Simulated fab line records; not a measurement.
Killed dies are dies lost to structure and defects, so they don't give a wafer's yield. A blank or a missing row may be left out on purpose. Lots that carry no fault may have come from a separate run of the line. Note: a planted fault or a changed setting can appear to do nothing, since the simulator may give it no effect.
Matching of chambers	flow n5 finfet	4 sister chambers for N5_BEOL_M10_ETCH_61 on rie diel-01
The step etches SiARC in CF4, target depth 39 nm, time 65 s. 8 wafers are shown with their chamber, then 7 later ones without.

EACH WAFER AND ITS CHAMBER
wafer	chamber	showerhead plenum p Torr (Torr)	throttle valve pct (%)
L078.2	2	2.12	16.09
L086.2	1	2.23	15.74
L086.3	3	2.10	15.34
L085.2	2	2.11	16.14
L085.3	3	2.10	15.35
L085.4	0	2.06	15.72
L090.3	0	2.06	15.72
L090.4	1	2.23	15.77

WAFERS WITH NO CHAMBER GIVEN
wafer	showerhead plenum p Torr (Torr)	throttle valve pct (%)
L090.6	2.06	15.72
L094.2	2.11	16.16
L094.3	2.22	15.77
L094.4	2.06	15.74
L097.4	2.09	15.38
L097.5	2.22	15.79
L097.6	2.05	15.76

CHAMBER TAKEN BY EACH
wafer	from the rows above	in truth
L090.6	0	0
L094.2	2	2
L094.3	1	1
L094.4	0	0
L097.4	3	3
L097.5	1	1
L097.6	0	0
Placed correctly: 7 of 7. Left unplaced by these rows: 0. Placed wrongly: 0.
How it was worked out, from the rows above alone: a wafer's distance from a chamber is the root of the sum, over the readings, of the square of ((its reading less the chamber's mean) divided by the reading's scatter). If the next closest chamber is less than 2 further off than the closest, the wafer can't be placed; otherwise it belongs to the closest. For every chamber, the mean is computed from those of its wafers that are shown. The scatter: take each reading less its chamber's mean, square it, sum over the shown wafers, divide by the number of wafers less the number of chambers, and take the root.
